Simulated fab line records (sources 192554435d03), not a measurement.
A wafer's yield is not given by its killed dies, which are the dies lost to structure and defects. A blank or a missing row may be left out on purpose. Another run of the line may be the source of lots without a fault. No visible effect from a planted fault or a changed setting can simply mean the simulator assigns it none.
Chamber matching	flow n5_finfet	N5_MOL_CONTACT_COAG_CMP_52 on cmp-02: 4 sister chambers
The step polishes, stops on SiO2, t overpolish 1.5 s, target thk 66.5 nm. 7 wafers are shown with their chamber, then 7 later ones without.

## WAFERS PAIRED WITH THEIR CHAMBERS
wafer	chamber	motor_current_A (A)	platen_rpm (rpm)
L079.4	1	10.9	50.34
L079.6	3	12.2	50.23
L080.2	1	11.4	50.32
L086.4	0	11.5	50.30
L086.5	0	11.5	50.26
L087.1	2	12.6	50.28
L087.5	2	13.0	50.29

## WAFERS WITHOUT THEIR CHAMBER
wafer	motor_current_A (A)	platen_rpm (rpm)
L087.6	11.1	50.24
L089.1	12.7	50.25
L089.2	11.4	50.28
L089.5	11.9	50.25
L095.2	12.0	50.28
L095.5	12.8	50.29
L095.6	11.8	50.32

## WHICH CHAMBER EACH WENT THROUGH
wafer	from the rows above	in truth
L087.6	can't be placed: 0 or 3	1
L089.1	can't be placed: 2 or 3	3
L089.2	0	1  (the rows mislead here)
L089.5	can't be placed: 3 or 0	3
L095.2	can't be placed: 0 or 3 or 2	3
L095.5	2	2
L095.6	can't be placed: 0 or 1 or 2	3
Placed correctly: 1 of 7. Not placeable from these rows: 5 (in 3, the candidates include the true chamber). Number placed wrongly: 1.
How it was worked out, from the rows above alone: a wafer's distance from a chamber is the root of the sum, over the readings, of the square of ((its reading less the chamber's mean) divided by the reading's scatter). The wafer belongs to the nearest chamber; if the next one is less than 2 further off, it can't be placed. For every chamber, the mean is computed from those of its wafers that are shown. The scatter: the root of (the sum of the squares of (reading less its chamber's mean) over the shown wafers, divided by (wafers less chambers)).
